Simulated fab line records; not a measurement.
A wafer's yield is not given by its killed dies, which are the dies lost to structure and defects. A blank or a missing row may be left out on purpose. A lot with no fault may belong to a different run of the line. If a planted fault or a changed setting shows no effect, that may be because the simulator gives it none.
Struck lot and sound lot, side by side -- flow n5 finfet -- 15 out of 1938 route steps
Sound: these wafers, L941.1, L941.4, L941.5. Struck: wafers L953.2, L953.3 (left out: L953.5, a lot-mate that was not struck); the cause follows at the end.
Per side, at each step with rows, come the tool, then ch with its chambers, and then its first start. Under that, the readings that differ: sound wafers -- struck wafers -- difference of the means -- sigmas: that difference in standard deviations of wafers without a fault.
alike: readings with means less than 2 such deviations apart, plus words and numbers identical on both sides. not compared: withheld readings, readings lacking a value on some wafer, bounds such as >300 that could conceal the same value, and numbers that have no deviation in the record and whose values overlap.
The two part at a step that has a row with sigmas, a row that says differs or no value, or rows on one side only. Numbers that have no deviation but don't overlap get no sigmas and don't part them. A reading that every wafer of one side lacks parts them only if that side has two wafers or more.

first, 6 steps without rows for these wafers: N5_MIM_BOT_LITHO_EBR_04; N5_MIM_BOT_LITHO_SOFTBAKE_03 (time 90 s); N5_MIM_BOT_LITHO_EXPOSE_05 (exposes mask MIM BOT); N5_MIM_BOT_LITHO_PEB_06; N5_MIM_BOT_LITHO_DEVELOP_07 (develop time 60 s); N5_MIM_BOT_LITHO_HARDBAKE_09 (time 120 s).
N5_MIM_BOT_LITHO_CD_MEAS_08: the cd target is 3000 nm.
  sound on cd sem-03 ch 0, day 12 12:13; struck on cd sem-02 ch 0, day 15 11:23
reading,sound,struck,difference,sigmas
cd nm (nm),3000.5 2997.6 2999.8,3002.8 3003.2,+3.7,+2
N5_MIM_BOT_LITHO_OVL_MEAS_11:
  sound on overlay-02 ch 0, day 12 12:14; struck on overlay-01 ch 0, day 15 11:25
  alike: MIM_BOT_OVL
N5_MIM_BOT_LITHO_INSPECT_12: inspects for defects (macro).
  struck on defect inspect-01, day 15 11:27; sound on defect inspect-02, day 12 12:16
  alike: raw defect count
N5_MIM_BOT_LITHO_DESCUM_10: chemistry O2, time 7.9 s.
  sound on rie diel-03 ch 0,1, day 12 12:18; struck on rie diel-03 ch 0,2, day 15 11:29
  alike: drypump motor current A, oes product au, rf vpp V, showerhead plenum p Torr, throttle valve pct
  not compared: rf hours counter h
N5_MIM_BOT_ETCH_ETCH_04: etches SiNx in CF4/O2, target depth 26 nm, time 13 s.
  sound on rie diel-03 ch 0,1, day 12 12:22; struck on rie diel-03 ch 0,2, day 15 11:33
  alike: bias w, drypump motor current A, mfc ar sccm, oes_o_777_au, oes product au, rf vpp V, showerhead plenum p Torr, throttle valve pct
  not compared: rf hours counter h
N5_MIM_BOT_ETCH_ETCH_03: etches the open film in Cl2/BCl3, target depth 12 nm.
  sound on rie metal-01 ch 1, day 12 12:28; struck on rie metal-01 ch 1, day 15 11:38
  alike: bias w, drypump motor current A, oes product au, throttle valve pct
  not compared: rf hours counter h
N5_MIM_BOT_ETCH_ETCH_00: etches TiN in Cl2/BCl3, target depth 45.5 nm.
  sound on rie metal-01 ch 1, day 12 12:35; struck on rie metal-01 ch 1, day 15 11:44
reading,sound,struck,difference,sigmas
bias w (W),126.3 126.4 126.6,142.0 142.3,+15.7,+39
mfc ar sccm (sccm),24.93 24.93 24.94,25.14 25.05,+0.16,+2
model.etch.depth nm (nm),47.75 47.76 47.92,49.06 49.19,+1.31,
  alike: drypump motor current A, oes product au, throttle valve pct
  not compared: rf hours counter h
N5_MIM_BOT_ETCH_STRIP_01: strips in O2.
  sound on rie diel-03 ch 0,2, day 12 12:46; struck on rie diel-03 ch 1,2, day 15 11:54
  alike: drypump motor current A, oes product au, rf vpp V, showerhead plenum p Torr, throttle valve pct
  not compared: rf hours counter h
N5_PASSIVATION_PROBE_49:
  only the struck wafers here have rows in the record (prober-01, day 15 20:01); the sound ones have none

## WHERE THEY PART
Earliest at N5_MIM_BOT_LITHO_CD_MEAS_08; latest, in this record, at N5_PASSIVATION_PROBE_49.

WHY: the cause the simulator had injected
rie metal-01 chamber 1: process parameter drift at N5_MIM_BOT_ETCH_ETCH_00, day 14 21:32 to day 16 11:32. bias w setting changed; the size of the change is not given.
